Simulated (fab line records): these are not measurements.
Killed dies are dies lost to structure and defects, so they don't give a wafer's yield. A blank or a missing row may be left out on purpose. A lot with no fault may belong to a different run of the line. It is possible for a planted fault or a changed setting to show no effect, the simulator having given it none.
A lot that was struck, set against a sound lot + flow n5 finfet + 37 out of 1938 route steps
Sound: the wafers L126.2, L126.4, L126.6. Struck: wafer L140.5 (left out: L140.3, L140.6 of the same lot, which were not struck); the cause appears at the end.
Per side, at each step with rows, come the tool, then ch with its chambers, and then its first start. Under that, the readings that differ: sound wafers + struck wafers + difference of the means + sigmas: that difference in standard deviations of wafers without a fault.
alike: a reading whose means differ by less than 2 such deviations, as well as words and numbers matching on both sides. not compared: withheld readings; readings where some wafer has no value; bounds like >300 that might hide an equal value; numbers whose values overlap and for which the record gives no deviation.
The two part at a step that has a row with sigmas, a row that says differs or no value, or rows on one side only. When numbers do not overlap yet have no deviation, they are printed without sigmas and do not part them. A reading that every wafer of one side lacks parts them only if that side has two wafers or more.

first, 9 steps without rows for these wafers: N5_BEOL_M6_DESCUM_33 (chemistry O2, time 7 s); N5_BEOL_M6_ETCH_72 (etches underlayer in N2/H2, target depth 6.5 nm, time 5.2 s); N5_BEOL_M6_ETCH_65 (etches SiARC in CF4, target depth 15.6 nm, time 26 s); N5_BEOL_M6_ETCH_66 (etches SOC in N2/H2, target depth 80 nm, overetch 16 nm, time 120 s); N5_BEOL_M6_STRIP_69 (strips in N2/H2); N5_BEOL_M6_STRIP_73 (strips in N2/H2); N5_BEOL_M6_VIA_ETCH_34 (etches SiCOH lowk in C4F6/O2, target depth 126.3 nm, time 50.9 s); N5_BEOL_M6_STRIP_76 (strips in C4F6/O2); N5_BEOL_M6_STRIP_36 (strips in N2/H2).
N5_BEOL_M6_TRENCH_ETCH_37: etches SiCOH lowk in C4F6/O2, target depth 94.435 nm, time 31.5 s.
  sound on rie diel-05 ch 2,3, day 9 12:04; struck on rie diel-05 ch 0, day 14 18:18
| reading                             | sound             | struck | difference | sigmas |
|-------------------------------------|-------------------|--------|------------|--------|
| oes_f_703_au (a.u.)                 | 0.73 0.81 0.74    | 0.59   | -0.17      | -3     |
| rf fwd power W (W)                  | 341.2 340.8 343.9 | 275.4  | -66.6      | -30    |
| rf vpp V (V)                        | 667 663 669       | 743    | +77        | +12    |
| model.etch.depth nm (nm)            | 94.52 95.03 94.15 | 85.81  | -8.76      |        |
| model.BEOL_M6.feature depth nm (nm) | 94.6 95 94.2      | 85.8   | -8.8       |        |
  alike: drypump motor current A, oes product au, showerhead plenum p Torr, throttle valve pct
  not compared: rf hours counter h
then, 2 steps without rows for these wafers: N5_BEOL_M6_ETCH_41 (etches SiCN in CH3F/O2, target depth 29.7 nm, time 52 s); N5_BEOL_M6_STRIP_80 (strips in N2/H2, time 10 s).
N5_BEOL_M6_OCD_MEAS_38:
  sound on ocd-01 at day 9 12:13; struck on ocd-01 at day 14 18:28
| reading              | sound          | struck | difference | sigmas |
|----------------------|----------------|--------|------------|--------|
| trench depth nm (nm) | 95.1 94.8 93.6 | 86.0   | -8.5       | -7     |
then, 13 steps without rows for these wafers: N5_BEOL_M6_HM_STRIP_39 (strips TiN in peroxide tin strip, target depth 25 nm, time 158 s); N5_BEOL_M6_SRD_40 (time 30 s); N5_BEOL_M6_PRECLEAN_42 (cleans in residue remover, time 60 s); N5_BEOL_M6_SRD_43 (time 30 s); N5_BEOL_M6_CURE_75 (cures SiCOH lowk, time 120 s); N5_BEOL_M6_DEGAS_44 (time 60 s); N5_BEOL_M6_PRE_CLEAN_45 (time 30 s); N5_BEOL_M6_ALD_77 (deposits TaN, target thk 2 nm, pulse time 2 s, purge time 3 s); N5_BEOL_M6_SURFACE_TREAT_79; N5_BEOL_M6_CVD_78 (deposits Co from CCTBA/H2, target thk 2 nm, time 142.3 s); N5_BEOL_M6_SPUTTER_48 (material Cu, target thk 10 nm, time 1.667 s); N5_BEOL_M6_ECD_50 (material Cu, target thk 300 nm); N5_BEOL_M6_ANNEAL_51 (time 90 s).
N5_BEOL_M6_CMP_52: polishes, stops on SiCOH lowk, t overpolish 6.9 s, target thk 80 nm.
  sound on cmp-01 ch 0,1, day 9 14:20; struck on cmp-02 ch 0, day 14 20:19
| reading                                | sound          | struck | difference | sigmas |
|----------------------------------------|----------------|--------|------------|--------|
| time to endpoint s (s)                 | 64.3 63.0 60.7 | 56.4   | -6.3       | -3     |
| model.Cu_of_BEOL_M6_ECD_50.thk nm (nm) | 80.2 80.8 80.4 | 70.4   | -10.1      |        |
  alike: barrier field endpoint s, clearing platen rpm, motor current A, overpolish run s
N5_BEOL_M6_THK_MEAS_53: measures by xrf.
  sound on film metro-01 at day 9 14:35; struck on film metro-02 at day 14 20:32
| reading     | sound          | struck | difference | sigmas |
|-------------|----------------|--------|------------|--------|
| M6_THK (nm) | 79.1 79.6 79.0 | 68.7   | -10.5      | -7     |
then, 2 steps without rows for these wafers: N5_BEOL_M6_PRE_CLEAN_55 (time 15 s); N5_BEOL_M6_DEP_56 (deposits SiCN from 3MS/NH3, target thk 10 nm, time 17.5 s).
N5_BEOL_M6_RS_MEAS_57: measurement is done with a four-point probe.
  sound on film metro-02 at day 9 14:43; struck on film metro-01 at day 14 20:40
| reading        | sound             | struck | difference | sigmas |
|----------------|-------------------|--------|------------|--------|
| M6_RS (ohm/sq) | 0.284 0.282 0.284 | 0.333  | +0.050     | +8     |
then, 5 steps without rows for these wafers: N5_BEOL_M7_ILD_DEP_00 (deposits SiCOH lowk from DEMS/porogen, target thk 179.75 nm, time 33.4 s); N5_BEOL_M7_CURE_74 (cures SiCOH lowk, time 240 s); N5_BEOL_M7_PECVD_70 (deposits SiO2 from TEOS/O2, target thk 20 nm, time 22.7 s); N5_BEOL_M7_HM_DEP_02 (deposits TiN, target thk 20 nm); N5_BEOL_M7_COAT_59 (time 60 s, resist thk 100 nm).
-- the record jumps here: 3 days lie between the struck wafers' starts before and after (it left off in module BEOL_M7 and takes up again in module BEOL_M15, whose first step shown is number 1830 of the route) --
N5_BEOL_M15_RC_MEAS_101:
  sound on prober-01 ch 0, day 12 13:26; struck on prober-01 ch 0, day 17 10:36
| reading                   | sound                 | struck  | difference | sigmas |
|---------------------------|-----------------------|---------|------------|--------|
| COMB_M7 (S/m)             | 2.5e-11 3e-11 3.3e-11 | 1.9e-11 | -1.0e-11   | -2     |
| SERP_M10 (ohm/um)         | 2.94 2.94 3.02        | 3.19    | +0.22      | +3     |
| SERP_M14 (ohm/um)         | 0.1680 0.1629 0.1604  | 0.1559  | -0.0079    | -3     |
| SERP_M6 (ohm/um)          | 13.9 13.5 13.7        | 16.5    | +2.8       | +6     |
| SERP_M6_max_site (ohm/um) | 14.4 14.1 14.7        | 16.8    | +2.4       | +5     |
| SERP_M8 (ohm/um)          | 13.6 14.1 14.1        | 14.9    | +1.0       | +2     |
  alike: COMB_M10, COMB_M10_max_site, COMB_M11, COMB_M12, COMB_M13, COMB_M14, COMB_M15, COMB_M15_max_site, COMB_M5, COMB_M6, COMB_M8, COMB_M9, SERP_M11, SERP_M12, SERP_M13, SERP_M5, SERP_M5_max_site, SERP_M7, SERP_M7_max_site, SERP_M9

## WHERE THEY PART
Earliest at N5_BEOL_M6_TRENCH_ETCH_37; latest, in this record, at N5_BEOL_M15_RC_MEAS_101.

WHY: whatever the simulator had introduced
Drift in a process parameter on rie diel-05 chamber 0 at N5_BEOL_M6_TRENCH_ETCH_37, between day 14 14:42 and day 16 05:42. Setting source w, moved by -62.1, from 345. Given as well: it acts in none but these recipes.
